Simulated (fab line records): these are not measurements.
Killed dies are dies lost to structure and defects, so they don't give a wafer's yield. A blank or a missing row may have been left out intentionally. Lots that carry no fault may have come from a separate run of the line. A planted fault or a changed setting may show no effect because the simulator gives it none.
A struck lot beside a sound one ; flow nand-harc ; 22 steps out of a route of 1159
Sound: the wafers L260.2, L260.4, L260.6. The struck wafers were L262.1, L262.4, L262.6. The cause comes at the end.
Per side, at each step with rows, come the tool, then ch with its chambers, and then its first start. Under that, the readings that differ: sound wafers ; struck wafers ; difference of the means ; sigmas: that difference in standard deviations of wafers without a fault.
alike: readings with means less than 2 such deviations apart, plus words and numbers identical on both sides. not compared: withheld readings, readings lacking a value on some wafer, bounds such as >300 that could conceal the same value, and numbers that have no deviation in the record and whose values overlap.
Wherever a step has rows on one side only, a row that says differs or no value, or a row with sigmas, the two part there. Numbers that don't overlap but have no deviation are shown without sigmas and don't part them. Lack of a reading on every wafer of one side parts them only where that side has two or more wafers.

NHARC_P_CONTACT_CVD_23: deposits W, target thk 200 nm, time 557 s.
  sound: cvd-w-02 ch 0,1; struck: cvd-w-01 ch 0,1
  alike: heater-power-outer-w, heater-power-w, throttle-valve-pct
NHARC_P_CONTACT_CMP_24: polishes, t overpolish 30 s, target thk 200 nm.
  sound on cmp-01 ch 0,2, day 10 00:38; struck on cmp-02 ch 2,3, day 10 21:40
  alike: motor-current-A, overpolish-run-s, time-to-endpoint-s
then, 1 step without rows for these wafers: NHARC_P_CONTACT_SRD_26.
NHARC_P_CONTACT_INSPECT_27:
  sound: defect-inspect-01 at day 10 01:04; struck: defect-inspect-02 at day 10 23:00
  alike: raw-defect-count
then, 7 steps without rows for these wafers: NHARC_P_M0_DEP_00 (deposits SiOC, target thk 150 nm); NHARC_P_M0_DEHYDRATE_01 (time 120 s); NHARC_P_M0_HMDS_02 (time 30 s); NHARC_P_M0_COAT_33 (time 65 s); NHARC_P_M0_COAT_03 (resist thk 90 nm); NHARC_P_M0_SOFTBAKE_04 (time 55 s); NHARC_P_M0_EBR_05.
NHARC_P_M0_EXPOSE_06: exposes mask P M0, target cd 90 nm.
  sound on arfi-scanner-03 ch 0, day 10 01:43; struck on arfi-scanner-02 ch 0, day 11 00:07
reading;sound;struck;difference;sigmas
exposure-dose-mJ-cm2;81.51 81.45 81.41;50.71 50.94 50.89;-30.61;-99 or more
  alike: mask
then, 2 steps without rows for these wafers: NHARC_P_M0_PEB_07 (peb time 65 s); NHARC_P_M0_DEVELOP_08 (develop time 35 s).
NHARC_P_M0_CD_MEAS_09: the cd target is 90 nm.
  sound on cd-sem-03 ch 0, day 10 01:51; struck on cd-sem-02 ch 0, day 11 00:16
reading;sound;struck;difference;sigmas
cd-nm (nm);89.4 89.5 89.9;61.8 60.3 61.1;-28.5;-52
NHARC_P_M0_OVL_MEAS_10: pitch 180 nm.
  sound: overlay-01 at day 10 01:56; struck: overlay-01 at day 11 00:22
  alike: overlay-x-nm, overlay-y-nm
NHARC_P_M0_INSPECT_11:
  sound: defect-inspect-02 at day 10 01:59; struck: defect-inspect-02 at day 11 00:24
  alike: raw-defect-count
NHARC_P_M0_DESCUM_14: chemistry O2, time 3 s.
  sound on rie-diel-12 ch 0,3, day 10 02:02; struck on rie-diel-12 ch 1,3, day 11 00:28
reading;sound;struck;difference;sigmas
model.P_M0.cd-nm (nm);89.22 89.32 90.25;62.17 60.92 61.48;-28.07;
  alike: drypump-motor-current-A, oes-product-au, rf-vpp-V, showerhead-plenum-p-Torr, throttle-valve-pct
  not compared: rf-hours-counter-h
NHARC_P_M0_ETCH_34: etches the open film in N2/H2, target depth 40 nm, overetch 12 nm, time 43.94 s.
  sound on rie-diel-12 ch 0,3, day 10 02:07; struck on rie-diel-12 ch 0,1,2, day 11 00:47
  alike: drypump-motor-current-A, oes-product-au, rf-vpp-V, showerhead-plenum-p-Torr, throttle-valve-pct
  not compared: rf-hours-counter-h
NHARC_P_M0_ETCH_15: etches the open film in C4F8/Ar, target depth 150 nm, overetch 15 nm, time 82.5 s.
  sound: rie-diel-12 ch 1,2,3; struck: rie-diel-12 ch 1,2,3
reading;sound;struck;difference;sigmas
model.P_M0.cd-nm (nm);89.11 89.41 90.31;61.96 61.15 61.27;-28.15;
  alike: oes-product-au, rf-vpp-V
  not compared: rf-hours-counter-h
NHARC_P_M0_CD_MEAS_16:
  sound: cd-sem-01 at day 10 02:20; struck: cd-sem-01 at day 11 01:00
reading;sound;struck;difference;sigmas
cd-nm (nm);89.3 89.2 90.3;62.2 61.4 61.2;-28.0;-35
NHARC_P_M0_STRIP_18: strips in N2/H2.
  sound on rie-diel-09 ch 0,1,2, day 10 02:26; struck on rie-diel-01 ch 2,3, day 11 01:05
  alike: drypump-motor-current-A, oes-product-au, power-w, rf-vpp-V, showerhead-plenum-p-Torr, throttle-valve-pct
  not compared: rf-hours-counter-h

== WHERE THEY PART ==
First at NHARC_P_M0_EXPOSE_06; last, within this record, at NHARC_P_M0_CD_MEAS_16. Later steps at which nothing parts them and some readings are alike: NHARC_P_M0_STRIP_18.

WHY: the cause the simulator had injected
Process parameter drift: arfi-scanner-02, from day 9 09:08 on, at NHARC_P_M0_EXPOSE_06. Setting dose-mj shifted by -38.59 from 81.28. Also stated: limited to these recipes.
